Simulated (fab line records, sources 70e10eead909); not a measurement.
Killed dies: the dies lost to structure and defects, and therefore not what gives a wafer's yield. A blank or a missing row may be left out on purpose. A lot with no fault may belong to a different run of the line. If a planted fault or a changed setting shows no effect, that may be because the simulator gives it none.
fab line records -- flow nand_harc
record lots=12, wafers=36, last_day=26
route steps=1159 shown A_CHANNEL_HOLE_D1@470 A_CHANNEL_FILL_D1@494 END@1159
lots that met no fault: from a run of the same line without faults
start_h: start of the lot's first displayed wafer, in hours after the record's first day -- wait_h: hours from the lot's prior step to this one -- " the same as in the row above -- L1.1+2: a row that stands for several wafers -- - no value present, or no start provided -- * or withheld: withheld -- < > ~ a bound
route shown NAME@n: a module of which the file shows steps, and the number in the route of the first -- usual: mean and standard deviation over wafers with no fault -- same: alike in all rows -- chamber/n: place in a boat -- sites: the reading at each site -- _std_site: the standard deviation of these -- _edge_site: mean of outer sites minus mean of inner sites -- radius_mm: how far each site lies from the wafer's centre -- mask NAME#n: copy n -- behind: the most recent tool/chamber to have shaped the wafer -- hold: reason for holding the lot/hours on hold/outcome of the hold -- device: names the non-switching transistor (n, p or np) -- end of line: tests of these same wafers at the route's end -- a step without rows: its recipe alone -- killed: dies lost to structure and defects at the first sort, not the wafer's yield -- map: a wafer's dies, marking killed ones x, the rest . and places with no die _
set.NAME: the setting as run; set.NAME@STEP: as run at that earlier step -- model.NAME: the simulator's own value behind a step, which no gauge read
the route's steps for a sample of lots (tables are steps, rows are wafers)
services: from which hour (start_h, from the record's first day; less than 0 if before it) a tool's chamber was out of use, for how many hours, and why
## steps
# step NHARC_A_CHANNEL_HOLE_D1_CD_MEAS_18
# usual cd_nm=98.5/1.6
lot.wafer,tool,chamber,start_h,wait_h,cd_nm
L565.1,cd_sem-03,-,161.95,-,100.0
L565.5,cd_sem-03,-,161.95,-,99.2
L565.6,cd_sem-03,-,161.95,-,100.0
L566.2,cd_sem-02,-,186.94,-,99.1
L566.3,cd_sem-02,-,186.94,-,99.4
L566.6,cd_sem-02,-,186.94,-,99.9
L567.1,cd_sem-02,-,187.75,-,96.0
L567.3,cd_sem-02,-,187.75,-,96.6
L567.4,cd_sem-02,-,187.75,-,98.7
L569.1,cd_sem-02,-,195.18,-,100.1
L569.4,cd_sem-02,-,195.18,-,97.3
L569.5,cd_sem-02,-,195.18,-,99.8
L574.3,cd_sem-02,-,233.73,-,97.0
L574.5,cd_sem-02,-,233.73,-,97.2
L574.6,cd_sem-02,-,233.73,-,97.5
L577.2,cd_sem-03,-,251.83,-,98.0
L577.4,cd_sem-03,-,251.83,-,99.4
L577.6,cd_sem-03,-,251.83,-,99.5
L578.4,cd_sem-01,-,265.73,-,100.3
L578.5,cd_sem-01,-,265.73,-,100.7
L578.6,cd_sem-01,-,265.73,-,100.7
L581.1,cd_sem-03,-,274.36,-,99.1
L581.2,cd_sem-03,-,274.36,-,97.5
L581.5,cd_sem-03,-,274.36,-,99.2
L582.1,cd_sem-03,-,284.49,-,98.2
L582.3,cd_sem-03,-,284.49,-,98.3
L582.4,cd_sem-03,-,284.49,-,98.7
L583.2,cd_sem-01,-,284.65,-,98.0
L583.5,cd_sem-01,-,284.65,-,99.8
L583.6,cd_sem-01,-,284.65,-,100.6
L584.1,cd_sem-01,-,291.59,-,97.7
L584.2,cd_sem-01,-,291.59,-,96.4
L584.5,cd_sem-01,-,291.59,-,96.5
L588.3,cd_sem-01,-,317.97,-,99.2
L588.4,cd_sem-01,-,317.97,-,100.8
L588.6,cd_sem-01,-,317.97,-,99.4
# step NHARC_A_CHANNEL_HOLE_D1_ETCH_25
# recipe bias_v=5000, source_w=withheld, pressure_mtorr=20, time_s=1040.2, ar_flow_sccm=375, c4f8_flow_sccm=93.8, o2_flow_sccm=31.2, temp_c=-20, target_depth_a=15000, chemistry=C4F8/O2/Ar
# usual chamber_pressure_mTorr=19.998/0.02, drypump_motor_current_A=5.2/0.42, showerhead_plenum_p_Torr=3.70/0.11, throttle_valve_pct=32.234/0.0097
lot.wafer,tool,chamber,start_h,wait_h,chamber_pressure_mTorr,drypump_motor_current_A,rf_hours_counter_h,showerhead_plenum_p_Torr,throttle_valve_pct
L565.1,har_etch-01,1,164.92,0.6,19.982,5.0,186,3.62,32.233
L565.5,har_etch-01,1,164.92,0.6,19.983,4.9,-,3.62,32.243
L565.6,har_etch-01,0,164.92,0.6,19.983,5.1,-,3.79,32.224
L566.2,har_etch-01,1,189.90,0.6,20.018,4.9,198,3.61,32.242
L566.3,har_etch-01,1,189.90,0.6,19.990,4.9,-,3.61,32.225
L566.6,har_etch-01,1,189.90,0.6,20.007,5.0,-,3.61,32.252
L567.1,har_etch-02,1,193.58,0.6,20.011,6.0,105,3.60,32.223
L567.4,har_etch-02,1,193.58,0.6,20.000,6.0,-,3.60,32.227
L567.3,har_etch-02,0,193.58,0.6,19.969,4.8,-,3.87,32.230
L569.1,har_etch-01,0,199.25,0.7,19.994,5.2,206,3.78,32.234
L569.4,har_etch-01,1,199.25,0.7,19.993,5.0,-,3.61,32.243
L569.5,har_etch-01,0,199.25,0.7,20.005,5.2,-,3.78,32.246
L574.3,har_etch-02,0,237.12,0.7,20.011,4.8,-,3.86,32.242
L574.5,har_etch-02,1,237.12,0.7,20.026,6.0,-,3.60,32.242
L574.6,har_etch-02,0,237.12,0.7,20.028,4.8,-,3.86,32.247
L577.2,har_etch-02,0,254.95,0.7,20.006,4.8,131,3.85,32.234
L577.4,har_etch-02,0,254.95,0.7,19.993,4.8,-,3.85,32.242
L577.6,har_etch-02,1,254.95,0.7,19.981,5.9,-,3.59,32.208
L578.4,har_etch-01,0,269.14,0.7,20.038,5.2,-,3.76,32.218
L578.6,har_etch-01,1,269.14,0.7,20.019,4.9,-,3.60,32.224
L578.5,har_etch-01,0,269.14,0.7,20.021,5.1,-,3.76,32.240
L581.2,har_etch-01,0,277.31,0.6,20.008,5.2,236,3.76,32.235
L581.1,har_etch-01,1,277.31,0.6,20.001,4.9,236,3.59,32.245
L581.5,har_etch-01,1,277.31,0.6,19.994,5.0,-,3.59,32.226
L582.1,har_etch-01,1,287.61,0.7,19.984,5.0,241,3.59,32.230
L582.4,har_etch-01,0,287.61,0.7,19.996,5.2,-,3.76,32.229
L582.3,har_etch-01,1,287.61,0.7,19.992,5.0,-,3.59,32.237
L583.2,har_etch-01,0,291.77,0.7,19.981,5.2,245,3.76,32.239
L583.5,har_etch-01,1,291.77,0.7,19.975,5.0,-,3.59,32.232
L583.6,har_etch-01,0,291.77,0.7,19.987,5.2,-,3.76,32.218
L584.1,har_etch-01,1,295.79,0.6,19.967,4.9,249,3.59,32.240
L584.2,har_etch-01,0,295.79,0.6,20.014,5.2,249,3.75,32.217
L584.5,har_etch-01,1,295.79,0.6,20.009,5.0,-,3.59,32.233
L588.3,har_etch-02,0,321.25,0.7,20.005,4.8,-,3.84,32.225
L588.4,har_etch-02,1,321.25,0.7,19.986,5.9,-,3.58,32.239
L588.6,har_etch-02,1,321.25,0.7,19.985,5.9,-,3.58,32.242
# step NHARC_A_CHANNEL_HOLE_D1_STRIP_27
# recipe o2_flow_sccm=500, ar_flow_sccm=0, bias_w=0, chemistry=O2
# usual chamber_pressure_mTorr=60.00/0.055, drypump_motor_current_A=5.8/0.53, oes_product_au=1.002/0.0078, rf_vpp_V=57.7/0.9, showerhead_plenum_p_Torr=3.52/0.12, throttle_valve_pct=17.036/0.0093
lot.wafer,tool,chamber,start_h,wait_h,chamber_pressure_mTorr,drypump_motor_current_A,oes_product_au,rf_hours_counter_h,rf_vpp_V,showerhead_plenum_p_Torr,throttle_valve_pct
L565.1,rie_diel-12,1,-,-,59.93,5.7,1.007,8,57.3,3.36,17.020
L565.6,rie_diel-12,0,-,-,60.00,5.3,1.002,-,58.5,3.58,17.043
L565.5,rie_diel-12,1,-,-,59.94,5.7,1.008,-,56.5,3.36,17.052
L566.3,rie_diel-10,0,-,-,59.99,6.1,0.996,1,57.8,3.67,17.026
L566.2,rie_diel-10,1,-,-,59.91,5.3,1.000,1,57.7,3.55,17.054
L566.6,rie_diel-10,2,-,-,60.09,6.4,0.992,-,58.3,3.45,17.044
L567.3,rie_diel-10,1,-,-,59.85,5.3,1.006,1,58.8,3.55,17.042
L567.1,rie_diel-10,2,-,-,60.03,6.4,0.996,1,57.9,3.45,17.031
L567.4,rie_diel-10,3,-,-,59.98,6.6,0.999,1,59.0,3.41,17.041
L569.1,rie_diel-12,3,-,-,59.97,5.1,0.996,10,57.5,3.46,17.050
L569.4,rie_diel-12,1,-,-,60.06,5.7,0.990,10,56.1,3.35,17.030
L569.5,rie_diel-12,2,-,-,60.02,5.4,0.990,-,57.6,3.72,17.035
L574.3,rie_diel-12,2,-,-,59.96,5.4,0.982,1,57.6,3.72,17.039
L574.5,rie_diel-12,2,-,-,60.03,5.4,1.001,-,57.0,3.72,17.030
L574.6,rie_diel-12,3,-,-,59.92,5.1,1.017,-,57.5,3.46,17.030
L577.2,rie_diel-01,0,-,-,60.05,6.3,1.020,10,59.8,3.53,17.019
L577.4,rie_diel-01,2,-,-,59.97,5.7,1.004,8,57.5,3.61,17.043
L577.6,rie_diel-01,1,-,-,60.12,5.2,1.003,-,58.8,3.32,17.039
L578.4,rie_diel-10,3,-,-,60.03,6.5,0.999,6,59.7,3.40,17.039
L578.6,rie_diel-10,2,-,-,60.08,6.4,0.996,-,55.9,3.45,17.032
L578.5,rie_diel-10,3,-,-,60.00,6.6,1.002,-,57.3,3.40,17.035
L581.2,rie_diel-01,1,-,-,59.96,5.2,1.013,12,56.4,3.32,17.037
L581.1,rie_diel-01,3,-,-,60.02,5.5,1.019,8,59.6,3.64,17.021
L581.5,rie_diel-01,1,-,-,60.01,5.3,1.007,-,58.0,3.32,17.042
L582.1,rie_diel-10,2,-,-,60.00,6.4,0.990,6,58.1,3.45,17.048
L582.4,rie_diel-10,3,-,-,60.08,6.6,1.010,7,56.9,3.40,17.024
L582.3,rie_diel-10,0,-,-,60.09,6.1,0.996,7,59.4,3.67,17.032
L583.2,rie_diel-10,0,-,-,60.06,6.1,1.013,7,57.4,3.67,17.035
L583.5,rie_diel-10,0,-,-,59.93,6.1,0.991,-,58.5,3.67,17.027
L583.6,rie_diel-10,1,-,-,59.93,5.3,1.010,-,56.9,3.55,17.031
L584.2,rie_diel-10,2,-,-,60.01,6.4,0.989,7,58.5,3.45,17.034
L584.1,rie_diel-10,1,-,-,59.96,5.3,1.001,7,56.8,3.55,17.038
L584.5,rie_diel-10,3,-,-,60.10,6.6,0.997,-,57.5,3.40,17.043
L588.3,rie_diel-10,3,-,-,59.96,6.6,0.998,11,57.1,3.40,17.032
L588.4,rie_diel-10,0,-,-,59.97,6.1,1.001,11,56.5,3.67,17.050
L588.6,rie_diel-10,1,-,-,60.05,5.3,1.005,-,57.8,3.55,17.036
# step NHARC_A_CHANNEL_HOLE_D1_INSPECT_40
# usual raw_defect_count=62/17
lot.wafer,tool,chamber,start_h,wait_h,raw_defect_count
L565.1,defect_inspect-02,-,167.72,-,54
L565.5,defect_inspect-02,-,167.72,-,80
L565.6,defect_inspect-02,-,167.72,-,58
L566.2,defect_inspect-02,-,192.74,-,56
L566.3,defect_inspect-02,-,192.74,-,68
L566.6,defect_inspect-02,-,192.74,-,73
L567.1,defect_inspect-01,-,196.40,-,44
L567.3,defect_inspect-01,-,196.40,-,42
L567.4,defect_inspect-01,-,196.40,-,51
L569.1,defect_inspect-02,-,201.92,-,50
L569.4,defect_inspect-02,-,201.92,-,45
L569.5,defect_inspect-02,-,201.92,-,66
L574.3,defect_inspect-02,-,239.48,-,454
L574.5,defect_inspect-02,-,239.48,-,56
L574.6,defect_inspect-02,-,239.48,-,404
L577.2,defect_inspect-02,-,257.63,-,378
L577.4,defect_inspect-02,-,257.63,-,464
L577.6,defect_inspect-02,-,257.63,-,53
L578.4,defect_inspect-01,-,271.53,-,60
L578.5,defect_inspect-01,-,271.53,-,73
L578.6,defect_inspect-01,-,271.53,-,58
L581.1,defect_inspect-01,-,280.13,-,105
L581.2,defect_inspect-01,-,280.13,-,90
L581.5,defect_inspect-01,-,280.13,-,91
L582.1,defect_inspect-01,-,290.26,-,50
L582.3,defect_inspect-01,-,290.26,-,98
L582.4,defect_inspect-01,-,290.26,-,60
L583.2,defect_inspect-01,-,294.45,-,76
L583.5,defect_inspect-01,-,294.45,-,81
L583.6,defect_inspect-01,-,294.45,-,65
L584.1,defect_inspect-02,-,298.58,-,100
L584.2,defect_inspect-02,-,298.58,-,94
L584.5,defect_inspect-02,-,298.58,-,58
L588.3,defect_inspect-02,-,323.78,-,45
L588.4,defect_inspect-02,-,323.78,-,25
L588.6,defect_inspect-02,-,323.78,-,42
# step NHARC_A_CHANNEL_FILL_D1_ALD_14
# recipe target_thk_a=25, pulse_time_s=10, ald_cycles=25, temp_c=300, material=SiO2
# usual heater_power_w=457/37, precursor_pulse_height_rel=1.001/0.019
lot.wafer,tool,chamber,start_h,wait_h,heater_power_w,precursor_pulse_height_rel
L565.1,ald_hk-03,3,175.03,0.2,464,1.041
L565.6,ald_hk-03,0,175.03,0.2,484,0.998
L565.5,ald_hk-03,1,175.03,0.2,422,0.987
L567.3,ald_hk-03,1,204.33,0.0,413,1.025
L567.4,ald_hk-03,3,204.33,0.0,469,0.987
L567.1,ald_hk-03,0,204.33,0.0,492,0.957
L566.2,ald_hk-01,0,204.41,0.1,424,1.010
L566.3,ald_hk-01,1,204.41,0.1,482,1.017
L566.6,ald_hk-01,3,204.41,0.1,429,0.979
L569.1,ald_hk-04,3,209.15,0.1,463,0.997
L569.4,ald_hk-04,1,209.15,0.1,510,1.002
L569.5,ald_hk-04,3,209.15,0.1,469,0.992
L574.3,ald_hk-04,2,248.31,0.1,467,0.990
L574.5,ald_hk-04,1,248.31,0.1,518,1.004
L574.6,ald_hk-04,2,248.31,0.1,465,0.985
L577.4,ald_hk-03,2,264.83,0.2,379,0.994
L577.2,ald_hk-03,0,264.83,0.2,491,1.023
L577.6,ald_hk-03,2,264.83,0.2,391,0.955
L578.4,ald_hk-04,0,280.62,1.9,447,1.005
L578.5,ald_hk-04,3,280.62,1.9,463,1.016
L578.6,ald_hk-04,0,280.62,1.9,425,1.033
L581.2,ald_hk-03,1,287.77,0.1,421,0.980
L581.1,ald_hk-03,3,287.77,0.1,477,1.011
L581.5,ald_hk-03,0,287.77,0.1,496,0.997
L582.4,ald_hk-01,2,297.52,0.1,505,1.009
L582.3,ald_hk-01,0,297.52,0.1,455,1.017
L582.1,ald_hk-01,1,297.52,0.1,480,1.020
L583.2,ald_hk-03,3,301.77,0.2,467,1.013
L583.5,ald_hk-03,0,301.77,0.2,499,1.002
L583.6,ald_hk-03,1,301.77,0.2,429,0.994
L584.1,ald_hk-03,2,305.40,0.0,381,0.974
L584.2,ald_hk-03,0,305.40,0.0,500,0.986
L584.5,ald_hk-03,3,305.40,0.0,461,1.017
L588.3,ald_hk-01,3,331.01,0.1,439,0.994
L588.4,ald_hk-01,1,331.01,0.1,497,0.969
L588.6,ald_hk-01,2,331.01,0.1,510,1.003
# step NHARC_END_SORT_01
# recipe temp_c=25
# usual killed_at_array=28/11, killed_at_other=0.9/1.2, killed_at_periphery=2.6/2.1, killed_dies=31/11, killed_open=3.1/1.7, killed_short=1.9/1.3
# same gross_dies=677
lot.wafer,tool,chamber,start_h,wait_h,killed_at_array,killed_at_other,killed_at_periphery,killed_dies,killed_open,killed_short
L574.3,prober-01,0,558.39,3.1,49,0,2,51,0,0
L574.5,prober-01,0,559.99,3.7,12,1,4,17,2,6
L574.6,prober-01,0,560.79,4.0,55,1,0,56,1,0
L577.2,prober-01,0,594.39,2.8,61,0,2,63,0,2
L577.4,prober-01,0,596.01,3.4,72,0,2,74,3,1
L577.6,prober-01,0,597.62,4.0,19,0,2,21,3,1
# killed by level:class
L574.3 A_CHANNEL_HOLE_D1:unspecified=45 P_ZERO_WELL:chamber_film_flake=1 P_BONDPAD:chamber_film_flake=1 A_STAIRCASE:chamber_film_flake=1 A_SLIT:chamber_film_flake=1 A_WL_FILL:chamber_film_flake=1 A_CONTACT:chamber_film_flake=1
L574.5 A_CHANNEL_HOLE_D1:chamber_film_flake=4 A_CHANNEL_FILL_D1:geometric_particle:short=2 P_STI:chamber_film_flake=2 A_CONTACT:chamber_film_flake=2 P_GATE:geometric_particle:short=1 P_CONTACT:geometric_particle:open=1 A_ONON_D1:geometric_particle:short=1 A_WL_FILL:geometric_particle:short=1
L574.6 A_CHANNEL_HOLE_D1:unspecified=47 A_CONTACT:chamber_film_flake=3 A_STAIRCASE:chamber_film_flake=2 A_CHANNEL_FILL_D1:geometric_particle:open=1 A_ZERO_WELL:chamber_film_flake=1 A_WL_FILL:chamber_film_flake=1 THIN_TSV:chamber_film_flake=1
L577.2 A_CHANNEL_HOLE_D1:unspecified=46 A_SLIT:chamber_film_flake=10 A_WL_FILL:geometric_particle:short=2 P_ZERO_WELL:chamber_film_flake=1 P_GATE:chamber_film_flake=1 A_STAIRCASE:chamber_film_flake=1 A_WL_FILL:chamber_film_flake=1 A_CONTACT:chamber_film_flake=1
L577.4 A_CHANNEL_HOLE_D1:unspecified=46 A_SLIT:chamber_film_flake=12 A_CHANNEL_FILL_D1:chamber_film_flake=3 A_CONTACT:geometric_particle:open=2 A_CHANNEL_HOLE_D1:chamber_film_flake=2 A_WL_FILL:chamber_film_flake=2 A_CONTACT:chamber_film_flake=2 A_M0:geometric_particle:short=1
L577.6 A_SLIT:chamber_film_flake=8 A_CHANNEL_HOLE_D1:chamber_film_flake=4 A_WL_FILL:chamber_film_flake=3 P_CONTACT:geometric_particle:open=1 A_ONON_D1:geometric_particle:short=1 A_ONON_D1:geometric_particle:open=1 A_CHANNEL_FILL_D1:geometric_particle:open=1 P_ZERO_WELL:chamber_film_flake=1
## services
tool,chamber,start_h,hours,kind
ald_hk-03,-,144.00,10.0,pm
rie_diel-10,0,155.51,-,clean
rie_diel-10,1,155.51,-,clean
rie_diel-10,2,155.51,-,clean
rie_diel-10,1,159.47,15.9,repair
rie_diel-10,-,167.33,1.5,repair
rie_diel-12,1,175.73,6.7,repair
rie_diel-10,-,176.50,9.0,pm
ald_hk-04,-,186.18,10.0,pm
rie_diel-01,3,200.75,34.3,repair
rie_diel-01,2,202.18,19.0,repair
rie_diel-12,-,202.40,9.0,pm
ald_hk-01,-,228.00,10.0,pm
rie_diel-12,-,254.35,0.8,repair
har_etch-02,-,279.79,9.0,repair
har_etch-01,-,305.00,17.0,pm
har_etch-01,0,305.00,17.0,vent_cycle
har_etch-01,1,305.00,17.0,vent_cycle
rie_diel-01,-,314.83,9.0,pm
har_etch-01,0,322.00,-,clean
har_etch-01,0,322.00,-,consumable_replace:focus_ring
har_etch-01,1,322.00,-,clean
har_etch-01,1,322.00,-,consumable_replace:focus_ring
rie_diel-01,3,325.50,20.0,repair
## key
first_sign step=NHARC_A_CHANNEL_HOLE_D1_INSPECT_40, reading=raw_defect_count, direction=up, sigmas=21, usual=62, struck=425
effect step=NHARC_END_SORT_01, reading=killed_at_array, direction=up, sigmas=2.9, usual=28, struck=59
more_kills_born_at NHARC_A_CHANNEL_HOLE_D1_ETCH_25@har_etch-02=170
met_at NHARC_A_CHANNEL_HOLE_D1_ETCH_25
struck_lots L574,L577
struck_wafers L574.3,L574.6,L577.2,L577.4
tester_left_out L574,L577
not_acting_at NHARC_A_CHANNEL_HOLE_D1_CD_MEAS_18,NHARC_A_CHANNEL_HOLE_D1_STRIP_27,NHARC_A_CHANNEL_FILL_D1_ALD_14
onset_between 193.58 237.12
fault kind=chamber_particle_source, tool=har_etch-02, chamber=0, onset_h=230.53, steps=NHARC_A_CHANNEL_HOLE_D1_ETCH_25, rate_per_visit_cm2=0.58394, end_h=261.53
# tester_left_out: of these lots the tester's yield and bins aren't shown, on N5 and GAA mostly nor the transistor test; their killed dies are dies lost to structure and defects alone, not to doping, threshold or leakage, so they don't give the yield
